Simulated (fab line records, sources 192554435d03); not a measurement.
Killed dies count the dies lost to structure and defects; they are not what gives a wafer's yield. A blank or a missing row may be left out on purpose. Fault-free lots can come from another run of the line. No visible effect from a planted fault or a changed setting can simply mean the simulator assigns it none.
The tool behind it: which one? / flow n5 finfet / 9 lots, 24 wafers sampled, at 8 steps of a route of 1938

WHAT THE GAUGES READ, wafer by wafer
N5_BEOL_M4_OCD_MEAS_38.
lot=L748; measured=day 8 14:55; on=ocd-02; trench depth nm (nm)=55.4 55.5 55.7
lot=L754; measured=day 10 01:04; on=ocd-01; trench depth nm (nm)=55.1 55.1 56.2
lot=L755; measured=day 10 05:55; on=ocd-01; trench depth nm (nm)=31.5 55.6
lot=L756; measured=day 10 13:46; on=ocd-02; trench depth nm (nm)=30.7 55.4
lot=L757; measured=day 10 21:30; on=ocd-02; trench depth nm (nm)=56.3 31.4
lot=L760; measured=day 11 23:47; on=ocd-01; trench depth nm (nm)=56.2 54.6 55.2
lot=L763; measured=day 12 12:07; on=ocd-02; trench depth nm (nm)=53.5 56.1 54.6
lot=L764; measured=day 13 19:28; on=ocd-01; trench depth nm (nm)=55.7 56.4 56.7
lot=L767; measured=day 13 22:46; on=ocd-02; trench depth nm (nm)=55.7 53.8 56.4

N5_BEOL_M4_THK_MEAS_53: measures by xrf.
lot=L748; measured=day 8 20:08; on=film metro-01; M4_THK (nm)=39.0 39.0 40.4
lot=L754; measured=day 10 04:56; on=film metro-01; M4_THK (nm)=39.4 38.0 39.3
lot=L755; measured=day 10 11:07; on=film metro-02; M4_THK (nm)=17.0 41.6
lot=L756; measured=day 10 18:17; on=film metro-02; M4_THK (nm)=16.4 41.4
lot=L757; measured=day 11 02:17; on=film metro-02; M4_THK (nm)=41.8 15.0
lot=L760; measured=day 12 04:31; on=film metro-01; M4_THK (nm)=39.9 38.5 38.1
lot=L763; measured=day 12 15:25; on=film metro-01; M4_THK (nm)=36.3 39.0 38.8
lot=L764; measured=day 13 23:31; on=film metro-01; M4_THK (nm)=41.1 38.8 39.5
lot=L767; measured=day 14 02:21; on=film metro-02; M4_THK (nm)=38.0 36.7 39.3

N5_BEOL_M4_RS_MEAS_58: a four-point-probe measurement.
lot=L748; measured=day 8 20:26; on=film metro-02; M4_RS (ohm/sq)=0.679 0.685 0.654
lot=L754; measured=day 10 05:13; on=film metro-01; M4_RS (ohm/sq)=0.658 0.687 0.653
lot=L755; measured=day 10 11:23; on=film metro-02; M4_RS (ohm/sq)=2.124 0.637
lot=L756; measured=day 10 18:35; on=film metro-02; M4_RS (ohm/sq)=2.237 0.645
lot=L757; measured=day 11 02:33; on=film metro-02; M4_RS (ohm/sq)=0.627 2.556
lot=L760; measured=day 12 04:48; on=film metro-02; M4_RS (ohm/sq)=0.658 0.688 0.694
lot=L763; measured=day 12 15:40; on=film metro-02; M4_RS (ohm/sq)=0.752 0.688 0.691
lot=L764; measured=day 13 23:51; on=film metro-02; M4_RS (ohm/sq)=0.631 0.680 0.665
lot=L767; measured=day 14 02:37; on=film metro-01; M4_RS (ohm/sq)=0.715 0.744 0.683

N5_BEOL_M4_RC_MEAS_101.
lot=L748; measured=day 8 20:47; on=prober-02; DIBL_N (mV/V)=33.9 35.8 33.0; DIBL_P (mV/V)=35.7 37.6 34.6; IOFF_N (nA/um)=0.13 0.15 0.11; IOFF_P (nA/um)=0.18 0.19 0.16; ION_N (uA/um)=667 680 648; ION_P (uA/um)=460 460 445; SS_N (mV/dec)=71.1 71.4 71.1; SS_P (mV/dec)=73.1 73.6 72.9; VT_N (mV)=251 248 255; VT_P (mV)=-252 -253 -255
lot=L754; measured=day 10 05:44; on=prober-01; DIBL_N (mV/V)=36.0 38.7 37.0; DIBL_P (mV/V)=34.2 37.7 36.6; IOFF_N (nA/um)=0.13 0.18 0.14; IOFF_P (nA/um)=0.16 0.20 0.19; ION_N (uA/um)=669 673 679; ION_P (uA/um)=453 453 460; SS_N (mV/dec)=71.8 72.5 72.0; SS_P (mV/dec)=73.8 73.7 73.5; VT_N (mV)=254 253 252; VT_P (mV)=-255 -253 -254
lot=L755; measured=day 10 12:12; on=prober-01; DIBL_N (mV/V)=34.4; DIBL_P (mV/V)=34.0; IOFF_N (nA/um)=0.13; IOFF_P (nA/um)=0.18; ION_N (uA/um)=670; ION_P (uA/um)=460; SS_N (mV/dec)=71.1; SS_P (mV/dec)=72.6; VT_N (mV)=252; VT_P (mV)=-251
lot=L756; measured=day 10 19:25; on=prober-02; DIBL_N (mV/V)=36.6; DIBL_P (mV/V)=37.4; IOFF_N (nA/um)=0.19; IOFF_P (nA/um)=0.22; ION_N (uA/um)=688; ION_P (uA/um)=462; SS_N (mV/dec)=72.1; SS_P (mV/dec)=73.7; VT_N (mV)=248; VT_P (mV)=-252
lot=L757; measured=day 11 02:45; on=prober-01; DIBL_N (mV/V)=40.9; DIBL_P (mV/V)=40.8; IOFF_N (nA/um)=0.20; IOFF_P (nA/um)=0.26; ION_N (uA/um)=700; ION_P (uA/um)=469; SS_N (mV/dec)=71.1; SS_P (mV/dec)=75.2; VT_N (mV)=247; VT_P (mV)=-249
lot=L760; measured=day 12 04:51; on=prober-02; DIBL_N (mV/V)=34.6 37.4 34.8; DIBL_P (mV/V)=34.6 38.7 35.9; IOFF_N (nA/um)=0.13 0.17 0.13; IOFF_P (nA/um)=0.19 0.25 0.21; ION_N (uA/um)=669 674 665; ION_P (uA/um)=464 462 458; SS_N (mV/dec)=71.6 72.4 72.0; SS_P (mV/dec)=72.6 74.2 73.4; VT_N (mV)=253 249 253; VT_P (mV)=-252 -248 -250
lot=L763; measured=day 12 15:52; on=prober-02; DIBL_N (mV/V)=34.0 35.0 33.0; DIBL_P (mV/V)=35.0 35.1 33.5; IOFF_N (nA/um)=0.12 0.13 0.11; IOFF_P (nA/um)=0.19 0.19 0.17; ION_N (uA/um)=664 669 653; ION_P (uA/um)=466 453 459; SS_N (mV/dec)=70.8 71.7 70.2; SS_P (mV/dec)=73.1 73.5 72.1; VT_N (mV)=256 253 256; VT_P (mV)=-253 -253 -252
lot=L764; measured=day 14 00:33; on=prober-01; DIBL_N (mV/V)=33.4 39.1 38.7; DIBL_P (mV/V)=32.6 40.0 39.9; IOFF_N (nA/um)=0.12 0.22 0.21; IOFF_P (nA/um)=0.18 0.32 0.30; ION_N (uA/um)=668 695 685; ION_P (uA/um)=465 480 468; SS_N (mV/dec)=70.8 72.0 72.5; SS_P (mV/dec)=72.4 74.7 74.8; VT_N (mV)=254 245 247; VT_P (mV)=-252 -243 -247
lot=L767; measured=day 14 02:49; on=prober-02; DIBL_N (mV/V)=36.8 38.6 34.2; DIBL_P (mV/V)=36.9 37.4 32.8; IOFF_N (nA/um)=0.16 0.20 0.13; IOFF_P (nA/um)=0.20 0.21 0.16; ION_N (uA/um)=672 692 664; ION_P (uA/um)=463 465 452; SS_N (mV/dec)=71.1 71.9 71.2; SS_P (mV/dec)=73.5 73.9 71.9; VT_N (mV)=249 247 252; VT_P (mV)=-253 -251 -254

WHAT TOOL EACH LOT RAN ON (gives the tool, then ch and the chambers of the sampled wafers, and finally the start)
lot=L748; N5_BEOL_M4_VIA_ETCH_34=rie diel-01 ch 2,3, day 8 14:39; N5_BEOL_M4_TRENCH_ETCH_37=rie diel-01 ch 2,3, day 8 14:45; N5_BEOL_M4_PRE_CLEAN_45=pvd sputter-03, day 8 16:59; N5_BEOL_M4_SPUTTER_48=pvd sputter-02, day 8 17:35
lot=L754; N5_BEOL_M4_VIA_ETCH_34=rie diel-01 ch 0,2,3, day 10 00:48; N5_BEOL_M4_TRENCH_ETCH_37=rie diel-01 ch 0,2,3, day 10 00:54; N5_BEOL_M4_PRE_CLEAN_45=pvd sputter-01, day 10 01:39; N5_BEOL_M4_SPUTTER_48=pvd sputter-03, day 10 02:23
lot=L755; N5_BEOL_M4_VIA_ETCH_34=rie diel-01 ch 2,3, day 10 05:40; N5_BEOL_M4_TRENCH_ETCH_37=rie diel-01 ch 2,3, day 10 05:46; N5_BEOL_M4_PRE_CLEAN_45=pvd sputter-01, day 10 07:58; N5_BEOL_M4_SPUTTER_48=pvd sputter-02, day 10 08:34
lot=L756; N5_BEOL_M4_VIA_ETCH_34=rie diel-01 ch 3, day 10 13:31; N5_BEOL_M4_TRENCH_ETCH_37=rie diel-01 ch 3, day 10 13:37; N5_BEOL_M4_PRE_CLEAN_45=pvd sputter-01, day 10 14:45; N5_BEOL_M4_SPUTTER_48=pvd sputter-02, day 10 15:43
lot=L757; N5_BEOL_M4_VIA_ETCH_34=rie diel-01 ch 1, day 10 21:14; N5_BEOL_M4_TRENCH_ETCH_37=rie diel-01 ch 1, day 10 21:20; N5_BEOL_M4_PRE_CLEAN_45=pvd sputter-02, day 10 21:56; N5_BEOL_M4_SPUTTER_48=pvd sputter-01, day 10 23:21
lot=L760; N5_BEOL_M4_VIA_ETCH_34=rie diel-02 ch 1,2,3, day 11 23:31; N5_BEOL_M4_TRENCH_ETCH_37=rie diel-02 ch 1,2,3, day 11 23:37; N5_BEOL_M4_PRE_CLEAN_45=pvd sputter-01, day 12 00:53; N5_BEOL_M4_SPUTTER_48=pvd sputter-01, day 12 01:42
lot=L763; N5_BEOL_M4_VIA_ETCH_34=rie diel-02 ch 0,1, day 12 11:52; N5_BEOL_M4_TRENCH_ETCH_37=rie diel-02 ch 0,1, day 12 11:58; N5_BEOL_M4_PRE_CLEAN_45=pvd sputter-02, day 12 12:21; N5_BEOL_M4_SPUTTER_48=pvd sputter-03, day 12 12:52
lot=L764; N5_BEOL_M4_VIA_ETCH_34=rie diel-02 ch 1,2, day 13 19:12; N5_BEOL_M4_TRENCH_ETCH_37=rie diel-02 ch 1,2, day 13 19:18; N5_BEOL_M4_PRE_CLEAN_45=pvd sputter-02, day 13 19:54; N5_BEOL_M4_SPUTTER_48=pvd sputter-03, day 13 20:58
lot=L767; N5_BEOL_M4_VIA_ETCH_34=rie diel-02 ch 0,1,2, day 13 22:31; N5_BEOL_M4_TRENCH_ETCH_37=rie diel-02 ch 0,1,2, day 13 22:37; N5_BEOL_M4_PRE_CLEAN_45=pvd sputter-03, day 13 23:04; N5_BEOL_M4_SPUTTER_48=pvd sputter-01, day 13 23:41
- N5_BEOL_M4_VIA_ETCH_34: etches the open film in C4F6/O2, target depth 69.4 nm, time 65.9 s.
- N5_BEOL_M4_TRENCH_ETCH_37: etches SiOC in C4F6/O2, target depth 55.555 nm, time 29.2 s.
- N5_BEOL_M4_PRE_CLEAN_45: time 30 s.
- N5_BEOL_M4_SPUTTER_48: material Cu, target thk 4.5 nm, time 8.29 s.

WHAT THE TOOLS THEMSELVES READ (means of the sampled wafers that have a number; where no wafer has one, the mark that the record gives instead)
N5_BEOL_M4_VIA_ETCH_34.
lot=L748; tool=rie diel-01; drypump motor current A (A)=5.8; oes product au (a.u.)=0.77; rf vpp V (V)=678; run length s (s)=89.2; showerhead plenum p Torr (Torr)=2.82; throttle valve pct (%)=30.71
lot=L754; tool=rie diel-01; drypump motor current A (A)=6.0; oes product au (a.u.)=0.78; rf vpp V (V)=669; run length s (s)=89.2; showerhead plenum p Torr (Torr)=2.79; throttle valve pct (%)=30.71
lot=L755; tool=rie diel-01; drypump motor current A (A)=5.9; oes product au (a.u.)=0.77; rf vpp V (V)=680; run length s (s)=89.2; showerhead plenum p Torr (Torr)=2.80; throttle valve pct (%)=30.73
lot=L756; tool=rie diel-01; drypump motor current A (A)=6.2; oes product au (a.u.)=0.76; rf vpp V (V)=680; run length s (s)=88.5; showerhead plenum p Torr (Torr)=2.75; throttle valve pct (%)=30.77
lot=L757; tool=rie diel-01; drypump motor current A (A)=5.0; oes product au (a.u.)=0.90; rf vpp V (V)=670; run length s (s)=88.3; showerhead plenum p Torr (Torr)=3.01; throttle valve pct (%)=30.71
lot=L760; tool=rie diel-02; drypump motor current A (A)=5.9; oes product au (a.u.)=0.77; rf vpp V (V)=659; run length s (s)=89.7; showerhead plenum p Torr (Torr)=2.82; throttle valve pct (%)=30.82
lot=L763; tool=rie diel-02; drypump motor current A (A)=5.5; oes product au (a.u.)=0.69; rf vpp V (V)=663; run length s (s)=89.0; showerhead plenum p Torr (Torr)=2.79; throttle valve pct (%)=30.88
lot=L764; tool=rie diel-02; drypump motor current A (A)=5.9; oes product au (a.u.)=0.80; rf vpp V (V)=643; run length s (s)=89.4; showerhead plenum p Torr (Torr)=2.75; throttle valve pct (%)=31.03
lot=L767; tool=rie diel-02; drypump motor current A (A)=5.7; oes product au (a.u.)=0.74; rf vpp V (V)=654; run length s (s)=89.1; showerhead plenum p Torr (Torr)=2.77; throttle valve pct (%)=30.95

N5_BEOL_M4_TRENCH_ETCH_37.
lot=L748; tool=rie diel-01; drypump motor current A (A)=5.8; oes product au (a.u.)=0.78; rf vpp V (V)=679; run length s (s)=52.7; showerhead plenum p Torr (Torr)=2.83; throttle valve pct (%)=20.83
lot=L754; tool=rie diel-01; drypump motor current A (A)=6.0; oes product au (a.u.)=0.78; rf vpp V (V)=668; run length s (s)=52.8; showerhead plenum p Torr (Torr)=2.79; throttle valve pct (%)=20.86
lot=L755; tool=rie diel-01; drypump motor current A (A)=5.9; oes product au (a.u.)=0.77; rf vpp V (V)=679; run length s (s)=46.0; showerhead plenum p Torr (Torr)=2.80; throttle valve pct (%)=20.86
lot=L756; tool=rie diel-01; drypump motor current A (A)=6.2; oes product au (a.u.)=0.76; rf vpp V (V)=681; run length s (s)=45.6; showerhead plenum p Torr (Torr)=2.75; throttle valve pct (%)=20.86
lot=L757; tool=rie diel-01; drypump motor current A (A)=5.0; oes product au (a.u.)=0.89; rf vpp V (V)=670; run length s (s)=45.3; showerhead plenum p Torr (Torr)=3.02; throttle valve pct (%)=20.76
lot=L760; tool=rie diel-02; drypump motor current A (A)=5.9; oes product au (a.u.)=0.77; rf vpp V (V)=660; run length s (s)=52.6; showerhead plenum p Torr (Torr)=2.83; throttle valve pct (%)=20.91
lot=L763; tool=rie diel-02; drypump motor current A (A)=5.5; oes product au (a.u.)=0.70; rf vpp V (V)=663; run length s (s)=52.3; showerhead plenum p Torr (Torr)=2.80; throttle valve pct (%)=21.04
lot=L764; tool=rie diel-02; drypump motor current A (A)=5.8; oes product au (a.u.)=0.79; rf vpp V (V)=645; run length s (s)=52.6; showerhead plenum p Torr (Torr)=2.75; throttle valve pct (%)=21.10
lot=L767; tool=rie diel-02; drypump motor current A (A)=5.7; oes product au (a.u.)=0.74; rf vpp V (V)=654; run length s (s)=52.4; showerhead plenum p Torr (Torr)=2.77; throttle valve pct (%)=21.08

N5_BEOL_M4_PRE_CLEAN_45.
lot=L748; tool=pvd sputter-03; heater power w (W)=361
lot=L754; tool=pvd sputter-01; heater power w (W)=331
lot=L755; tool=pvd sputter-01; heater power w (W)=326
lot=L756; tool=pvd sputter-01; heater power w (W)=326
lot=L757; tool=pvd sputter-02; heater power w (W)=327
lot=L760; tool=pvd sputter-01; heater power w (W)=337
lot=L763; tool=pvd sputter-02; heater power w (W)=296
lot=L764; tool=pvd sputter-02; heater power w (W)=324
lot=L767; tool=pvd sputter-03; heater power w (W)=373

N5_BEOL_M4_SPUTTER_48.
lot=L748; tool=pvd sputter-02; throttle valve pct (%)=30.5
lot=L754; tool=pvd sputter-03; throttle valve pct (%)=29.5
lot=L755; tool=pvd sputter-02; throttle valve pct (%)=30.0
lot=L756; tool=pvd sputter-02; throttle valve pct (%)=30.5
lot=L757; tool=pvd sputter-01; throttle valve pct (%)=30.4
lot=L760; tool=pvd sputter-01; throttle valve pct (%)=30.8
lot=L763; tool=pvd sputter-03; throttle valve pct (%)=30.1
lot=L764; tool=pvd sputter-03; throttle valve pct (%)=29.3
lot=L767; tool=pvd sputter-01; throttle valve pct (%)=30.3

THE ANSWER, worked out from the rows above alone
Rule: what is usual is taken from the lots themselves. Put in order of their means at a reading, lots are off if they are a third of the lots or fewer, leave a main group of 4 or more, and stand apart from it by a gap of 3 or more times the standard deviation of the main group's means; of several such gaps the widest counts. The tables above print the reading to a certain number of digits; a main group whose means all agree to those digits is not used. A lot without any number at a reading at which 4 lots or more have one is off too. Where the step has rows for the other lots, those lots are counted as sound. First the gauges in route order, then the tools' own readings, where a lot's mean is used as printed above. The first step at which some lot is off is used, and at that step the reading that is off furthest; a lot without a number counts as furthest.
Off at N5_BEOL_M4_OCD_MEAS_38 (trench depth nm): L755, L756, L757. For the main group the mean is 55.4 nm and the standard deviation 0.45.
A tool fits if, at a process step before that reading, it ran every lot that is off, and no sound lot after the first of them. The gauges at N5_BEOL_M4_OCD_MEAS_38 aren't tried: what is off there is off at N5_BEOL_M4_THK_MEAS_53 too, on other tools, and a gauge's error can't cause that. One fits: rie diel-01 at N5_BEOL_M4_VIA_ETCH_34 and N5_BEOL_M4_TRENCH_ETCH_37. At N5_BEOL_M4_VIA_ETCH_34 its last sound lot is L754 (day 10 00:48), its first lot that is off L755 (day 10 05:40): a fault that began between those two fits.

WHAT THE SIMULATOR PUT IN
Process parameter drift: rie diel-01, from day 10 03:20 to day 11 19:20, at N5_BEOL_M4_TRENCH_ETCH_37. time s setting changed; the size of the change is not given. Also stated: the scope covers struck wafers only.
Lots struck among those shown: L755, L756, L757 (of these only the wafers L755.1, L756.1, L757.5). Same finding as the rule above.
